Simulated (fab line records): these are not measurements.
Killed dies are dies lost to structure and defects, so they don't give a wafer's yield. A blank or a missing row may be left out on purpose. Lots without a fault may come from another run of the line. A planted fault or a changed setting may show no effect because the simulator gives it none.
Matching of chambers :: flow nand-harc :: 4 sister chambers for NHARC_A_WL_FILL_ALD_19 on ald-metal-02
The step deposits TiN, target thk 2 nm, pulse time 3 s, ald cycles 100. 16 wafers are shown with their chamber, then 8 later ones without.

## WAFERS, EACH WITH ITS CHAMBER
wafer: L075.1
chamber: 2
heater-power-w (W): 1170
precursor-pulse-height-rel: 1.015

wafer: L075.3
chamber: 3
heater-power-w (W): 1035
precursor-pulse-height-rel: 0.998

wafer: L075.4
chamber: 0
heater-power-w (W): 1039
precursor-pulse-height-rel: 0.956

wafer: L078.2
chamber: 3
heater-power-w (W): 1064
precursor-pulse-height-rel: 0.991

wafer: L078.4
chamber: 2
heater-power-w (W): 1184
precursor-pulse-height-rel: 1.032

wafer: L078.5
chamber: 0
heater-power-w (W): 1007
precursor-pulse-height-rel: 0.990

wafer: L079.3
chamber: 3
heater-power-w (W): 1022
precursor-pulse-height-rel: 1.022

wafer: L079.5
chamber: 1
heater-power-w (W): 1071
precursor-pulse-height-rel: 1.043

wafer: L079.6
chamber: 0
heater-power-w (W): 1006
precursor-pulse-height-rel: 0.989

wafer: L085.3
chamber: 3
heater-power-w (W): 1062
precursor-pulse-height-rel: 0.999

wafer: L085.5
chamber: 0
heater-power-w (W): 1025
precursor-pulse-height-rel: 1.008

wafer: L085.6
chamber: 1
heater-power-w (W): 1049
precursor-pulse-height-rel: 1.006

wafer: L089.4
chamber: 0
heater-power-w (W): 1036
precursor-pulse-height-rel: 1.006

wafer: L089.5
chamber: 0
heater-power-w (W): 1046
precursor-pulse-height-rel: 1.014

wafer: L089.6
chamber: 3
heater-power-w (W): 944
precursor-pulse-height-rel: 0.984

wafer: L092.3
chamber: 0
heater-power-w (W): 1058
precursor-pulse-height-rel: 0.999

SIGNATURES (averages over the wafers above)
reading: heater-power-w
chamber 0: 1031.00
chamber 1: 1060.00
chamber 2: 1177.00
chamber 3: 1025.40
scatter within a chamber: 31.9

reading: precursor-pulse-height-rel
chamber 0: 0.99457
chamber 1: 1.02450
chamber 2: 1.02350
chamber 3: 0.99880
scatter within a chamber: 0.018
Rule: a wafer's distance from a chamber is the root of the sum, over the readings, of the square of ((its reading less the chamber's mean) divided by the reading's scatter). The wafer belongs to the nearest chamber; if the next one is less than 2 further off, it can't be placed. The scatter is the square root of a quotient: the sum, over the shown wafers, of each reading's squared deviation from its chamber's mean, divided by wafers minus chambers.

## WAFERS WHOSE CHAMBER IS MISSING
wafer: L092.5
heater-power-w (W): 935
precursor-pulse-height-rel: 1.017

wafer: L092.6
heater-power-w (W): 1292
precursor-pulse-height-rel: 1.011

wafer: L096.2
heater-power-w (W): 1269
precursor-pulse-height-rel: 0.986

wafer: L096.3
heater-power-w (W): 1024
precursor-pulse-height-rel: 1.006

wafer: L096.5
heater-power-w (W): 1029
precursor-pulse-height-rel: 0.997

wafer: L095.3
heater-power-w (W): 1282
precursor-pulse-height-rel: 1.004

wafer: L095.5
heater-power-w (W): 1039
precursor-pulse-height-rel: 1.001

wafer: L095.6
heater-power-w (W): 1054
precursor-pulse-height-rel: 1.031

## EACH ONE'S CHAMBER
wafer: L092.5
from the rows above: can't be placed: 3 or 0 or 1
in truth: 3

wafer: L092.6
from the rows above: 2
in truth: 2

wafer: L096.2
from the rows above: 2
in truth: 2

wafer: L096.3
from the rows above: can't be placed: 3 or 0 or 1
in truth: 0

wafer: L096.5
from the rows above: can't be placed: 0 or 3 or 1
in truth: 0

wafer: L095.3
from the rows above: 2
in truth: 2

wafer: L095.5
from the rows above: can't be placed: 0 or 3 or 1
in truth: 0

wafer: L095.6
from the rows above: can't be placed: 1 or 3 or 0
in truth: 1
Correct placement for 3 of the 8. These rows do not allow placing 5 (true chamber among the candidates in 5). Number placed wrongly: 0.
